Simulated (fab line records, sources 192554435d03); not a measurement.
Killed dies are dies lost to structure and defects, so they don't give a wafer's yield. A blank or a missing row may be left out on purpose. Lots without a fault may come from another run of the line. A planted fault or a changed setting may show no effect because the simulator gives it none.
Problem report in the 8D (eight disciplines) form, filled by code | flow n5_finfet | the parts of the form that need people (team, actions taken, sign-off) are left out

1. THE PROBLEM
bias_w at N5_FIN_CUT_ETCH_21 reads a mean of 57.85 W on 6 wafers of 2 lots; wafers without a fault read 61.01 W with a standard deviation of 0.19. That is -17 standard deviations from the usual mean.
The step: etches SOC in N2/H2, target depth 219 nm, overetch 43.8 nm, time 523.5 s.
First seen on wafer L322.1, day 3 15:56, on rie_diel-03. The record holds 18 wafers of 6 lots with a number at this step. Rule for "out", or "out of limits": more than 4 standard deviations from the usual mean. The other wafers with a number count as sound.

2. WHAT IT IS AND WHAT IT IS NOT
question                    | is                     | is not
which readings at this step | bias_w, rf_vpp_V       | chamber_pressure_mTorr, drypump_motor_current_A, oes_product_au, showerhead_plenum_p_Torr, throttle_valve_pct
which lots                  | L322, L325             | L320, L330, L333, L339
which wafers of those lots  | all that have a number | -
read on which tools         | rie_diel-03            | rie_diel-04
when                        | from day 3 15:56       | up to then (3 sound wafers); but 9 sound wafers of L330, L333, L339 came after

3. SUSPECTS, AND WHAT RULES EACH OUT
Counting: a tool at a process step up to the reading stays a suspect if it ran every lot that is out and no sound lot after the first of them.
- rie_diel-03 at N5_FIN_CUT_DESCUM_13 (chemistry O2, time 7 s): ruled out as a lasting fault. Sound lots L339 ran on it after its first lot that is out, L322 (day 3 15:51).
- rie_diel-03 at N5_FIN_CUT_ETCH_30 (etches underlayer in N2/H2, target depth 13 nm, time 10.4 s): ruled out as a lasting fault. Sound lots L339 ran on it after its first lot that is out, L322 (day 3 15:53).
- rie_diel-03 at N5_FIN_CUT_ETCH_20 (etches SiARC in CF4, target depth 26 nm, time 43.3 s): ruled out as a lasting fault. Sound lots L339 ran on it after its first lot that is out, L322 (day 3 15:54).
- rie_diel-03 at N5_FIN_CUT_ETCH_21 (etches SOC in N2/H2, target depth 219 nm, overetch 43.8 nm, time 523.5 s): ruled out as a lasting fault. Sound lots L339 ran on it after its first lot that is out, L322 (day 3 15:56).
Left after counting: nothing in the record.

4. THE CAUSE (what the simulator had put in)
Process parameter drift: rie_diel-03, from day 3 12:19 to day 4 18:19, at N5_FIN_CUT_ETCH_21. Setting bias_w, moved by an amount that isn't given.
Counting ruled it out, wrongly.

5. THE CHAIN OF EFFECTS, in route order
Each row: a reading whose mean over the struck wafers that have a number lies more than 3 standard deviations from the usual. Only readings for which the record gives a usual standard deviation are gone through. hours: the time from each lot's start at the first step in this table that gives one to its start at this step, as a median over the lots. sigmas: the change in usual standard deviations.
hours | step               | reading  | usual   | on struck wafers | change | sigmas
0     | N5_FIN_CUT_ETCH_21 | bias_w   | 61.01 W | 57.85            | -3.16  | -17
0     | N5_FIN_CUT_ETCH_21 | rf_vpp_V | 240.8 V | 234.1            | -6.7   | -4.8
The process steps in it:
- N5_FIN_CUT_ETCH_21: etches SOC in N2/H2, target depth 219 nm, overetch 43.8 nm, time 523.5 s.
Later measuring or inspecting steps at which every struck wafer that the step has a row for has a number for every such reading, and none has moved that far: N5_BEOL_M4_RC_MEAS_101.

6. WHAT WOULD HAVE CAUGHT IT SOONER
In this record the first reading out of limits was taken at day 3 15:56, 4 hours after the fault began at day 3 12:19.
